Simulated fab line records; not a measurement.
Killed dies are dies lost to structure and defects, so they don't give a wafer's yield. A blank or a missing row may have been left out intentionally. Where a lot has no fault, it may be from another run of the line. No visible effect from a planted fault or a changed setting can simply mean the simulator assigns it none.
Which tool did it? | flow n5_finfet | route of 1938 steps, sampled at 1 step: 11 lots, 32 wafers

== WHAT EACH GAUGE READ, for each wafer ==
N5_BEOL_M9_OVL_MEAS_29.
lot  | measured     | on         | V8_OVL (nm)
L126 | day 11 03:06 | overlay-01 | 0.0 -0.2 -0.1
L130 | day 11 08:28 | overlay-01 | -0.4 -0.8 -0.1
L129 | day 11 15:32 | overlay-02 | -0.5 -0.6 0.2
L128 | day 11 18:13 | overlay-02 | 0.1 0.5 -0.5
L131 | day 11 22:03 | overlay-02 | -0.3 -0.2 -1.3
L133 | day 12 15:32 | overlay-02 | 0.8 -0.3 1.1
L134 | day 12 17:41 | overlay-01 | -0.9 -0.6 -0.2
L137 | day 13 09:16 | overlay-01 | 0.0 -0.4 -0.1
L142 | day 14 14:35 | overlay-02 | 0.9 -0.2 0.5
L144 | day 15 21:25 | overlay-01 | -1.0 -0.7 0.6
L145 | day 16 22:28 | overlay-01 | -0.2 -0.3

== WHAT TOOL EACH LOT RAN ON (gives the tool, then ch and the chambers of the sampled wafers, and finally the start) ==
Before these readings, the record contains no process step.

== THE ANSWER, worked out from the rows above alone ==
Rule: the lots themselves supply what counts as usual. Put in order of their means at a reading, lots are off if they are a third of the lots or fewer, leave a main group of 4 or more, and stand apart from it by a gap of 3 or more times the standard deviation of the main group's means; of several such gaps the widest counts. The tables above print the reading to a certain number of digits; a main group whose means all agree to those digits is not used. A lot without any number at a reading at which 4 lots or more have one is off too. Any other lot the step has rows for is counted as sound.
No lot is off at any reading shown: from this, nothing can be told.

== WHAT THE SIMULATOR HAD INSERTED ==
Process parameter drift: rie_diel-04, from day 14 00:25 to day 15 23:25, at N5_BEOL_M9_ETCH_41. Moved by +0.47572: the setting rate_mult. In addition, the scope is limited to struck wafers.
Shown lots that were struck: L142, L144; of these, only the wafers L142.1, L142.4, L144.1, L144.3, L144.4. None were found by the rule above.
